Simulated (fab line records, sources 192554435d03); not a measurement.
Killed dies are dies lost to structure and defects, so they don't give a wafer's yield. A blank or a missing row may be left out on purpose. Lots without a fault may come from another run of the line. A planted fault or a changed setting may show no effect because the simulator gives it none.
Which tool did it? | flow n5_finfet | 22 lots, 66 wafers sampled, at 2 steps of a route of 1938

WHAT THE GAUGES READ, wafer by wafer
N5_BEOL_M2_OVL_MEAS_12.
lot  | measured     | on         | M2_OVL (nm)
L074 | day 6 17:50  | overlay-02 | 0.0 -0.6 -0.5
L075 | day 6 19:19  | overlay-01 | -0.1 0.7 0.0
L077 | day 6 23:55  | overlay-01 | 1.5 0.7 0.6
L078 | day 7 10:58  | overlay-02 | 0.2 0.4 1.1
L079 | day 7 18:04  | overlay-02 | 0.6 -0.5 1.0
L080 | day 8 03:51  | overlay-02 | -0.2 -0.6 -0.1
L081 | day 8 05:58  | overlay-02 | 0.4 0.6 0.4
L082 | day 8 09:35  | overlay-01 | -1.0 -0.3 0.4
L083 | day 8 19:34  | overlay-01 | -0.3 -0.8 -0.2
L084 | day 9 05:40  | overlay-01 | 1.1 0.6 0.0
L085 | day 9 07:29  | overlay-02 | 0.4 0.1 -0.2
L086 | day 9 20:02  | overlay-01 | 0.2 -0.5 0.3
L088 | day 10 00:20 | overlay-02 | 0.8 0.5 1.5
L087 | day 10 00:50 | overlay-02 | -0.2 -0.4 -0.6
L089 | day 10 09:15 | overlay-02 | -0.2 -0.8 -1.3
L090 | day 10 12:31 | overlay-02 | -0.4 0.6 -0.2
L091 | day 10 23:10 | overlay-01 | 0.8 0.7 0.8
L092 | day 11 04:54 | overlay-02 | 0.4 -0.2 0.0
L093 | day 11 10:31 | overlay-02 | 0.7 0.0 0.2
L094 | day 11 10:34 | overlay-01 | -0.5 0.5 0.0
L095 | day 11 23:07 | overlay-01 | 0.5 0.1 0.8
L097 | day 12 10:42 | overlay-02 | -0.6 -0.2 -0.6

WHICH TOOL RAN EACH LOT (tool, then ch and the chambers of the sampled wafers, then the start)
lot  | N5_BEOL_M1_PRE_CLEAN_60
L074 | cvd_co-01 ch 0, day 6 14:28
L075 | cvd_co-01 ch 0,2, day 6 18:24
L077 | cvd_co-02 ch 0,1,2, day 6 21:35
L078 | cvd_co-02 ch 0,2, day 7 07:28
L079 | cvd_co-02 ch 1,2, day 7 15:04
L080 | cvd_co-02 ch 0,1,2, day 8 01:31
L081 | cvd_co-01 ch 0,2, day 8 05:02
L082 | cvd_co-02 ch 0,2, day 8 08:16
L083 | cvd_co-02 ch 1,2, day 8 14:32
L084 | cvd_co-01 ch 0,2, day 9 04:47
L085 | cvd_co-01 ch 0,1,2, day 9 05:58
L086 | cvd_co-01 ch 0,1, day 9 19:08
L088 | cvd_co-01 ch 0,2, day 9 22:34
L087 | cvd_co-01 ch 0,1,2, day 9 23:13
L089 | cvd_co-01 ch 0,1, day 10 07:09
L090 | cvd_co-02 ch 0,1,2, day 10 10:35
L091 | cvd_co-02 ch 1,2, day 10 20:32
L092 | cvd_co-01 ch 1,2, day 11 02:36
L093 | cvd_co-02 ch 0,2, day 11 06:42
L094 | cvd_co-02 ch 0,1,2, day 11 07:50
L095 | cvd_co-02 ch 0,1, day 11 21:10
L097 | cvd_co-02 ch 0,1,2, day 12 07:49
- N5_BEOL_M1_PRE_CLEAN_60: time 15 s.

WHAT THE TOOLS THEMSELVES READ (means of the sampled wafers that have a number; where no wafer has one, the mark that the record gives instead)
N5_BEOL_M1_PRE_CLEAN_60.
lot  | tool      | heater_power_outer_w (W) | heater_power_w (W)
L074 | cvd_co-01 | 0                        | 42
L075 | cvd_co-01 | 21                       | 80
L077 | cvd_co-02 | 15                       | 77
L078 | cvd_co-02 | 18                       | 89
L079 | cvd_co-02 | 15                       | 81
L080 | cvd_co-02 | 15                       | 77
L081 | cvd_co-01 | 10                       | 61
L082 | cvd_co-02 | 17                       | 90
L083 | cvd_co-02 | 16                       | 82
L084 | cvd_co-01 | 21                       | 79
L085 | cvd_co-01 | 17                       | 70
L086 | cvd_co-01 | 7                        | 53
L088 | cvd_co-01 | 21                       | 80
L087 | cvd_co-01 | 17                       | 72
L089 | cvd_co-01 | 7                        | 53
L090 | cvd_co-02 | 15                       | 77
L091 | cvd_co-02 | 16                       | 82
L092 | cvd_co-01 | 28                       | 91
L093 | cvd_co-02 | 17                       | 83
L094 | cvd_co-02 | 15                       | 76
L095 | cvd_co-02 | 12                       | 64
L097 | cvd_co-02 | 15                       | 78

THE ANSWER, worked out from the rows above alone
Rule: what is usual is taken from the lots themselves. Put in order of their means at a reading, lots are off if they are a third of the lots or fewer, leave a main group of 4 or more, and stand apart from it by a gap of 3 or more times the standard deviation of the main group's means; of several such gaps the widest counts. A main group whose means are all the same, to the digits that the tables above print for the reading, isn't used. A lot without any number at a reading at which 4 lots or more have one is off too. The other lots that the step has rows for count as sound. The gauges are gone through in route order, then the tools' own readings, and for those a lot's mean is taken as printed above. The first step at which some lot is off is used, and at that step the reading that is off furthest; a lot without a number counts as furthest.
No lot is off at any reading shown: from this, nothing can be told.

WHAT THE SIMULATOR HAD PUT IN
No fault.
